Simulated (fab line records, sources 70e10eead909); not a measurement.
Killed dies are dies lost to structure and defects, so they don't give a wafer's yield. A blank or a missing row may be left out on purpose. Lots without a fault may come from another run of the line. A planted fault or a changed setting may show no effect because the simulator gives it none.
fab line records | flow nand_harc
record lots=5 wafers=15 last_day=33
route steps=1302 shown A_ONON_D2@546
lots that met no fault: from a run of the same line without faults
start_h: hours from the record's first day to the start of the lot's first wafer shown | wait_h: hours since the lot's step before | " the same as in the row above | L1.1+2: a row that stands for several wafers | - no value, or no start given | * or withheld: withheld | < > ~ a bound
route shown NAME@n: a module of which the file shows steps, and the number in the route of the first | usual: mean/standard deviation of fault-free wafers | same: alike in all rows | chamber/n: place in a boat | sites: the reading at each site | _std_site: their standard deviation | _edge_site: outer sites' mean less inner sites' | radius_mm: how far each site lies from the wafer's centre | mask NAME#n: copy n | behind: the tool/chamber that last shaped the wafer | hold: why the lot was held/for how many hours/how that ended | device: the transistor (n, p or np) that didn't switch | end of line: the same wafers' tests at the end of the route | a step without rows: its recipe alone | killed: dies lost to structure and defects at the first sort, not the wafer's yield | map: a wafer's dies, x killed, . not, _ none there
set.NAME: the setting as run; set.NAME@STEP: as run at that earlier step | model.NAME: the simulator's own value behind a step, which no gauge read
lots at some steps of the route; a table a step, a row a wafer
services: from which hour (start_h, from the record's first day; less than 0 if before it) a tool's chamber was out of use, for how many hours, and why
## steps
# step NHARC_A_ONON_D2_THK_MEAS_02
# recipe thk_meas_gauge=ellipsometry
# usual thk_nm=1000/9.6
# columns lot.wafer tool chamber start_h wait_h thk_nm
L371.3 film_metro-01 - 312.74 - 1007
L371.4 " - " " 1007
L371.6 " - " " 1006
L375.3 film_metro-01 - 346.10 - 1004
L375.4 " - " " 1003
L375.6 " - " " 1002
L387.3 film_metro-02 - 486.18 - 987
L387.4 " - " " 991
L387.5 " - " " 989
L388.1 film_metro-01 - 486.35 - 1017
L388.2 " - " " 1016
L388.5 " - " " 1016
L390.1 film_metro-01 - 514.34 - 1005
L390.2 " - " " 1004
L390.6 " - " " 1005
# step NHARC_A_ONON_D2_DEP_03
# recipe target_thk_a=10000 n2_flow_sccm=2750 n2o_flow_sccm=2000 nh3_flow_sccm=500 sih4_flow_sccm=210 temp_c=400
# step NHARC_A_ONON_D2_THK_MEAS_05
# recipe thk_meas_gauge=ellipsometry
# usual thk_nm=1000/13
# columns lot.wafer tool chamber start_h wait_h thk_nm
L371.3 film_metro-02 - 313.31 - 985
L371.4 " - " " 983
L371.6 " - " " 983
L375.3 film_metro-02 - 346.66 - 1010
L375.4 " - " " 1010
L375.6 " - " " 1010
L387.3 film_metro-02 - 486.74 - 1003
L387.4 " - " " 1006
L387.5 " - " " 1006
L388.1 film_metro-01 - 486.92 - 997
L388.2 " - " " 995
L388.5 " - " " 997
L390.1 film_metro-01 - 514.91 - 990
L390.2 " - " " 991
L390.6 " - " " 991
# step NHARC_A_ONON_D2_DEP_06
# recipe target_thk_a=10000 n2_flow_sccm=2750 n2o_flow_sccm=2000 nh3_flow_sccm=500 sih4_flow_sccm=210 temp_c=400
# step NHARC_A_ONON_D2_THK_MEAS_08
# recipe thk_meas_gauge=ellipsometry
# usual thk_nm=998/10
# columns lot.wafer tool chamber start_h wait_h thk_nm
L371.3 film_metro-01 - 313.87 - 1008
L371.4 " - " " 1010
L371.6 " - " " 1008
L375.3 film_metro-01 - 347.23 - 1004
L375.4 " - " " 1002
L375.6 " - " " 1001
L387.3 film_metro-01 - 487.31 - 999
L387.4 " - " " 999
L387.5 " - " " 999
L388.1 film_metro-02 - 487.48 - 1010
L388.2 " - " " 1011
L388.5 " - " " 1012
L390.1 film_metro-01 - 515.47 - 1014
L390.2 " - " " 1016
L390.6 " - " " 1015
# step NHARC_A_ONON_D2_DEP_09
# recipe target_thk_a=10000 n2_flow_sccm=2750 n2o_flow_sccm=2000 nh3_flow_sccm=500 sih4_flow_sccm=210 temp_c=400
# step NHARC_A_ONON_D2_THK_MEAS_11
# recipe thk_meas_gauge=ellipsometry
# usual thk_nm=997/9.5
# columns lot.wafer tool chamber start_h wait_h thk_nm
L371.3 film_metro-02 - 314.44 - 1006
L371.4 " - " " 1004
L371.6 " - " " 1002
L375.3 film_metro-02 - 347.80 - 998
L375.4 " - " " 998
L375.6 " - " " 999
L387.3 film_metro-02 - 487.87 - 998
L387.4 " - " " 998
L387.5 " - " " 996
L388.1 film_metro-02 - 488.04 - 993
L388.2 " - " " 992
L388.5 " - " " 994
L390.1 film_metro-01 - 516.04 - 1007
L390.2 " - " " 1006
L390.6 " - " " 1007
# step NHARC_A_ONON_D2_DEP_12
# recipe target_thk_a=10000 n2_flow_sccm=2750 n2o_flow_sccm=2000 nh3_flow_sccm=500 sih4_flow_sccm=210 temp_c=400
# step NHARC_A_ONON_D2_THK_MEAS_14
# recipe thk_meas_gauge=ellipsometry
# usual thk_nm=1002/9.6
# columns lot.wafer tool chamber start_h wait_h thk_nm
L371.3 film_metro-01 - 315.00 - 998
L371.4 " - " " 999
L371.6 " - " " 998
L375.3 film_metro-02 - 348.36 - 993
L375.4 " - " " 994
L375.6 " - " " 994
L387.3 film_metro-02 - 488.44 - 994
L387.4 " - " " 994
L387.5 " - " " 993
L388.1 film_metro-01 - 488.61 - 1011
L388.2 " - " " 1009
L388.5 " - " " 1010
L390.1 film_metro-01 - 516.60 - 1014
L390.2 " - " " 1018
L390.6 " - " " 1017
# step NHARC_A_ONON_D2_ANNEAL_15
# recipe temp_c=750 time_s=3600
# step NHARC_A_ONON_D2_DEP_16
# recipe target_thk_a=10000 n2_flow_sccm=2750 n2o_flow_sccm=2000 nh3_flow_sccm=500 sih4_flow_sccm=210 temp_c=400
# step NHARC_A_ONON_D2_THK_MEAS_18
# recipe thk_meas_gauge=ellipsometry
# usual thk_nm=1000/6.9
# columns lot.wafer tool chamber start_h wait_h thk_nm
L371.3 film_metro-02 - 323.20 - 995
L371.4 " - " " 995
L371.6 " - " " 997
L375.3 film_metro-02 - 354.51 - 992
L375.4 " - " " 990
L375.6 " - " " 990
L388.1 film_metro-01 - 496.20 - 996
L388.2 " - " " 998
L388.5 " - " " 998
L387.3 film_metro-02 - 496.20 - 1012
L387.4 " - " " 1011
L387.5 " - " " 1010
L390.1 film_metro-01 - 526.44 - 993
L390.2 " - " " 994
L390.6 " - " " 993
# step NHARC_A_ONON_D2_DEP_19
# recipe target_thk_a=10000 n2_flow_sccm=2750 n2o_flow_sccm=2000 nh3_flow_sccm=500 sih4_flow_sccm=210 temp_c=400
# columns lot.wafer tool chamber start_h wait_h
L371.3+4+6 pecvd_onon-03 0 323.37 0.2
L375.3+4+6 pecvd_onon-03 0 354.68 0.2
L388.1+2+5 pecvd_onon-03 0 496.25 0.1
L387.3+4+5 pecvd_onon-02 0 496.37 0.2
L390.1+2+6 pecvd_onon-02 0 526.50 0.1
# step NHARC_A_ONON_D2_THK_MEAS_21
# recipe thk_meas_gauge=ellipsometry
# usual thk_nm=1004/9.9
# columns lot.wafer tool chamber start_h wait_h thk_nm
L371.3 film_metro-02 - 323.77 - 994
L371.4 " - " " 995
L371.6 " - " " 994
L375.3 film_metro-02 - 355.07 - 1011
L375.4 " - " " 1013
L375.6 " - " " 1013
L388.1 film_metro-02 - 496.77 - 991
L388.2 " - " " 579
L388.5 " - " " 993
L387.3 film_metro-01 - 496.77 - 1015
L387.4 " - " " 1016
L387.5 " - " " 1013
L390.1 film_metro-01 - 527.02 - 1007
L390.2 " - " " 1007
L390.6 " - " " 1008
# step NHARC_A_ONON_D2_DEP_22
# recipe target_thk_a=10000 n2_flow_sccm=2750 n2o_flow_sccm=2000 nh3_flow_sccm=500 sih4_flow_sccm=210 temp_c=400
## services
# columns tool chamber start_h hours kind
pecvd_onon-02 - 366.16 13.0 pm
pecvd_onon-03 - 408.00 13.0 pm
## key
first_sign step=NHARC_A_ONON_D2_THK_MEAS_21 reading=thk_nm direction=down sigmas=43 usual=1004 struck=579
effect none on later readings
met_at NHARC_A_ONON_D2_DEP_19
struck_wafers L388.2
later_rows_left_out L388.2
sort_left_out L388.2
tester_left_out L388
onset_between 354.68 496.25
fault kind=process_parameter_drift tool=pecvd_onon-03 chamber=- onset_h=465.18 steps=NHARC_A_ONON_D2_DEP_19 channel=target_thk_a offset=* shape=step end_h=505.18 scope=struck_wafers_only acts_in=* stated=*
# tester_left_out: of these lots the tester's yield and bins aren't shown, on N5 and GAA mostly nor the transistor test; their killed dies are dies lost to structure and defects alone, not to doping, threshold or leakage, so they don't give the yield
# sort_left_out: the simulated sort isn't trusted on such a fault, so these wafers' sort isn't shown, and their yield isn't known
# later_rows_left_out: the simulator's readings of these wafers behind a module that went badly wrong aren't trusted and aren't shown, but for the sort
